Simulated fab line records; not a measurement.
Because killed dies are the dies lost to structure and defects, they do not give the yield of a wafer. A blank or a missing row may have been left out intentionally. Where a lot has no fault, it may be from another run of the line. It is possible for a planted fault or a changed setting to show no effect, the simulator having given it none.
Matching of chambers ; flow nand-harc ; 4 sister chambers for NHARC_P_BONDPAD_ACTIVATE_29 on rie-diel-02
The step chemistry N2, time 60 s. 8 wafers are shown with their chamber, then 11 later ones without.

WAFERS PAIRED WITH THEIR CHAMBERS
wafer;chamber;showerhead-plenum-p-Torr (Torr);drypump-motor-current-A (A)
L408.4;1;1.85;5.82
L409.6;3;1.85;5.71
L412.2;2;1.78;5.83
L412.6;3;1.85;5.71
L414.2;0;1.65;5.69
L414.5;1;1.84;5.85
L414.6;2;1.78;5.85
L418.3;0;1.65;5.71

WAFERS MISSING THEIR CHAMBER
wafer;showerhead-plenum-p-Torr (Torr);drypump-motor-current-A (A)
L418.4;1.85;5.74
L418.5;1.78;5.84
L419.3;1.78;5.82
L419.4;1.85;5.72
L419.6;1.78;5.78
L421.2;1.65;5.68
L421.3;1.84;5.88
L421.4;1.78;5.77
L423.3;1.65;5.69
L423.4;1.78;5.80
L423.5;1.65;5.68

EACH ONE'S CHAMBER
wafer;from the rows above;in truth
L418.4;3;3
L418.5;2;2
L419.3;2;2
L419.4;3;3
L419.6;2;2
L421.2;0;0
L421.3;1;1
L421.4;2;2
L423.3;0;0
L423.4;2;2
L423.5;0;0
Placed correctly: 11 of 11. From these rows, 0 cannot be placed. 0 placed wrongly.
How it was worked out, from the rows above alone: a wafer's distance from a chamber is the root of the sum, over the readings, of the square of ((its reading less the chamber's mean) divided by the reading's scatter). The wafer belongs to the nearest chamber; if the next one is less than 2 further off, it can't be placed. The mean given for a chamber averages the wafers shown for that chamber. The scatter: take each reading less its chamber's mean, square it, sum over the shown wafers, divide by the number of wafers less the number of chambers, and take the root.
